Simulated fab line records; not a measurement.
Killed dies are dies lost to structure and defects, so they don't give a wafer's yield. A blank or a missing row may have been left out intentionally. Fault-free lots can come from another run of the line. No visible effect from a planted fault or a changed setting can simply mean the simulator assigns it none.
Chamber matching :: flow n5 finfet :: 4 sister chambers for N5_MOL_CONTACT_COAG_ALD_123 on ald sin-04
The step deposits SiNx, target thk 5 nm, pulse time 1 s, purge time 2 s. 4 wafers are shown with their chamber, then 9 later ones without.

== WAFERS WITH THEIR CHAMBER ==
wafer: L080.2
chamber: 0
heater power w (W): 629

wafer: L089.1
chamber: 1
heater power w (W): 855

wafer: L089.2
chamber: 2
heater power w (W): 996

wafer: L089.3
chamber: 3
heater power w (W): 678

== WAFERS MISSING THEIR CHAMBER ==
wafer: L091.1
heater power w (W): 850

wafer: L091.3
heater power w (W): 960

wafer: L091.6
heater power w (W): 841

wafer: L092.1
heater power w (W): 692

wafer: L092.2
heater power w (W): 666

wafer: L092.4
heater power w (W): 833

wafer: L097.1
heater power w (W): 859

wafer: L097.2
heater power w (W): 666

wafer: L097.6
heater power w (W): 835

== CHAMBER TAKEN BY EACH ==
wafer: L091.1
from the rows above: 1
in truth: 1

wafer: L091.3
from the rows above: 2
in truth: 2

wafer: L091.6
from the rows above: 1
in truth: 1

wafer: L092.1
from the rows above: 3
in truth: 3

wafer: L092.2
from the rows above: can't be placed: 3 or 0
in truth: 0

wafer: L092.4
from the rows above: 1
in truth: 1

wafer: L097.1
from the rows above: 1
in truth: 1

wafer: L097.2
from the rows above: can't be placed: 3 or 0
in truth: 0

wafer: L097.6
from the rows above: 1
in truth: 1
Correct placement for 7 of the 9. Cannot be placed on the basis of these rows: 2; the candidates contain the true chamber in 2. 0 placed wrongly.
How it was worked out, from the rows above alone: a wafer's distance from a chamber is the root of the sum, over the readings, of the square of ((its reading less the chamber's mean) divided by the reading's scatter). If the next closest chamber is less than 2 further off than the closest, the wafer can't be placed; otherwise it belongs to the closest. Each chamber's mean is taken over the wafers shown for it. The scatter: root of mean squared gap, hidden wafer to nearest shown wafer, with one shown wafer a chamber.
